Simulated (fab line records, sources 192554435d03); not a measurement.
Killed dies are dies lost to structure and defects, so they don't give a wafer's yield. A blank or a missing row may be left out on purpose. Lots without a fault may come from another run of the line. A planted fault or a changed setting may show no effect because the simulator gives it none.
One fault seen from 2 desks | flow n5_finfet | each desk has only its own numbers; what lay behind them comes last

THE TOOL OWNER'S DESK: rie_metal-02
The tool's own readings at N5_MIM_BOT_ETCH_ETCH_03 (etches the open film in Cl2/BCl3, target depth 12 nm): means of the sampled wafers that have a number, for each lot that ran on this tool. A lot is out of limits, marked OUT, if its mean lies more than 4 standard deviations from the usual mean; the brackets give that distance.
Columns: A = drypump_motor_current_A at N5_MIM_BOT_ETCH_ETCH_03, usual 6.1 A; B = oes_product_au at N5_MIM_BOT_ETCH_ETCH_03, usual 0.74 a.u.; C = rf_fwd_power_W at N5_MIM_BOT_ETCH_ETCH_03, usual 794.7 W; D = throttle_valve_pct at N5_MIM_BOT_ETCH_ETCH_03, usual 27.41 %
lot  | first seen here | A   | B    | C               | D
L538 | day 13 04:08    | 6.3 | 0.74 | 793.2           | 27.40
L535 | day 13 11:12    | 6.4 | 0.71 | 791.3           | 27.38
L537 | day 13 13:53    | 6.4 | 0.72 | 793.3           | 27.39
L544 | day 15 10:04    | 6.4 | 0.68 | 730.8 (-25) OUT | 27.39
L547 | day 15 13:01    | 6.4 | 0.67 | 729.8 (-25) OUT | 27.39
L546 | day 16 01:13    | 6.4 | 0.67 | 731.2 (-24) OUT | 27.40
This desk's finding: out of limits on L544, L546, L547; first on L544, day 15 10:04 (rf_fwd_power_W at N5_MIM_BOT_ETCH_ETCH_03). In limits: L538, L535, L537.

THE DEFECT DESK
What the inspections along the route counted, lot by lot: means of the sampled wafers that have a number. A lot is out of limits, marked OUT, if its mean lies more than 4 standard deviations from the usual mean; the brackets give that distance.
Columns: A = raw_defect_count at N5_MIM_BOT_LITHO_INSPECT_12, usual 2.2
lot  | first seen here | A
L538 | day 13 03:56    | 1.3
L535 | day 13 10:59    | 2.3
L537 | day 13 13:41    | 2.0
L544 | day 15 09:41    | 1.7
L547 | day 15 12:49    | 4.0
L546 | day 16 00:59    | 4.3
L552 | day 17 10:28    | 2.7
L553 | day 17 12:59    | 2.3
L556 | day 17 13:16    | 1.7
L555 | day 17 18:41    | 2.3
L557 | day 18 23:29    | 1.7
This desk's finding: nothing out of limits on any of the 11 lots.

PUT TOGETHER
The tool owner's desk could have raised an alarm at day 15 10:04, on L544, L546, L547.
The defect desk saw nothing out of limits.
The defect desk has L544, L546, L547 on record, within its limits.
Of the lots named, all ran N5_MIM_BOT_ETCH_ETCH_03 on rie_metal-02.

WHAT THE SIMULATOR HAD PUT IN
Process parameter drift: rie_metal-02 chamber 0, from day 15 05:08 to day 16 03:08, at N5_MIM_BOT_ETCH_ETCH_03. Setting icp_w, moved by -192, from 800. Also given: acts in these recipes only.
Lots struck among those shown: L544, L546, L547.
Hours from the fault's start to each desk's first reading out of limits: the tool owner's desk, 5.
